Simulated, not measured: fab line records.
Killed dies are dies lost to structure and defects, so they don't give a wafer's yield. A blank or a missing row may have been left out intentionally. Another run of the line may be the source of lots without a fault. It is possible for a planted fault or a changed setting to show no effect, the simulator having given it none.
Chamber matching | flow nand_harc | cmp-03 running NHARC_P_CONTACT_CMP_24: 4 sister chambers
The step polishes, t overpolish 30 s, target thk 200 nm. 8 wafers are shown with their chamber, then 8 later ones without.

## EACH WAFER AND ITS CHAMBER
wafer  | chamber | motor_current_A (A) | time_to_endpoint_s (s)
L269.3 | 2       | 11.5                | 39
L269.6 | 1       | 12.3                | 37
L268.1 | 3       | 14.6                | 45
L268.3 | 2       | 11.4                | 44
L271.1 | 1       | 12.5                | 41
L271.2 | 0       | 12.8                | 45
L271.4 | 3       | 14.0                | 42
L274.1 | 0       | 11.1                | 40

## WAFERS WHOSE CHAMBER IS MISSING
wafer  | motor_current_A (A) | time_to_endpoint_s (s)
L274.3 | 11.1                | 42
L274.5 | 11.2                | 42
L278.1 | 12.1                | 44
L278.3 | 12.6                | 40
L278.6 | 11.2                | 42
L280.1 | 13.2                | 38
L280.2 | 11.6                | 36
L280.3 | 14.0                | 39

## WHICH CHAMBER EACH WENT THROUGH
wafer  | from the rows above               | in truth
L274.3 | can't be placed: 2 or 0 or 1      | 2
L274.5 | can't be placed: 2 or 0 or 1      | 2
L278.1 | can't be placed: 0 or 2 or 1      | 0
L278.3 | can't be placed: 1 or 0 or 2      | 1
L278.6 | can't be placed: 2 or 0 or 1      | 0
L280.1 | can't be placed: 1 or 0 or 3 or 2 | 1
L280.2 | can't be placed: 1 or 2 or 0      | 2
L280.3 | can't be placed: 3 or 1 or 0      | 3
Correctly placed: 0 of 8. From these rows, 8 cannot be placed; in 8 the true chamber is one of the candidates. Placed wrongly: 0.
How it was worked out, from the rows above alone: a wafer's distance from a chamber is the root of the sum, over the readings, of the square of ((its reading less the chamber's mean) divided by the reading's scatter). If the next closest chamber is less than 2 further off than the closest, the wafer can't be placed; otherwise it belongs to the closest. The mean given for a chamber averages the wafers shown for that chamber. The scatter: the root of (the sum of the squares of (reading less its chamber's mean) over the shown wafers, divided by (wafers less chambers)).
